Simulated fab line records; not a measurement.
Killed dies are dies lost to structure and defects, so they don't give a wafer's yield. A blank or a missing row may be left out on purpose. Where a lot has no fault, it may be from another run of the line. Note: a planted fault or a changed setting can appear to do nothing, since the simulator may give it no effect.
Chamber matching / flow n5Finfet / rieSi-02 running N5_DUMMY_GATE_ETCH_44: 4 sister chambers
The step etches poly-Si in HBr/O2, stops on SiO2, target depth 127.5 nm. 4 wafers are shown with their chamber, then 7 later ones without.

== WAFERS, EACH WITH ITS CHAMBER ==
wafer=L091.3; chamber=2; throttleValvePct (%)=18.06
wafer=L091.5; chamber=3; throttleValvePct (%)=18.74
wafer=L093.2; chamber=0; throttleValvePct (%)=18.49
wafer=L093.3; chamber=1; throttleValvePct (%)=18.19

== WAFERS WITHOUT THEIR CHAMBER ==
wafer=L093.5; throttleValvePct (%)=18.19
wafer=L095.1; throttleValvePct (%)=18.20
wafer=L095.4; throttleValvePct (%)=18.49
wafer=L095.5; throttleValvePct (%)=18.04
wafer=L096.1; throttleValvePct (%)=18.07
wafer=L096.2; throttleValvePct (%)=18.19
wafer=L096.5; throttleValvePct (%)=18.20

== WHICH CHAMBER EACH ONE RAN IN ==
wafer=L093.5; from the rows above=1; in truth=1
wafer=L095.1; from the rows above=1; in truth=1
wafer=L095.4; from the rows above=0; in truth=0
wafer=L095.5; from the rows above=2; in truth=2
wafer=L096.1; from the rows above=2; in truth=2
wafer=L096.2; from the rows above=1; in truth=1
wafer=L096.5; from the rows above=1; in truth=1
7 of 7 placed correctly. Left unplaced by these rows: 0. Number placed wrongly: 0.
How it was worked out, from the rows above alone: a wafer's distance from a chamber is the root of the sum, over the readings, of the square of ((its reading less the chamber's mean) divided by the reading's scatter). If the next closest chamber is less than 2 further off than the closest, the wafer can't be placed; otherwise it belongs to the closest. Each chamber's mean is taken over the wafers shown for it. The scatter (one wafer shown for each chamber): square how far every hidden wafer sits from the nearest shown wafer, average those squares and take the square root.
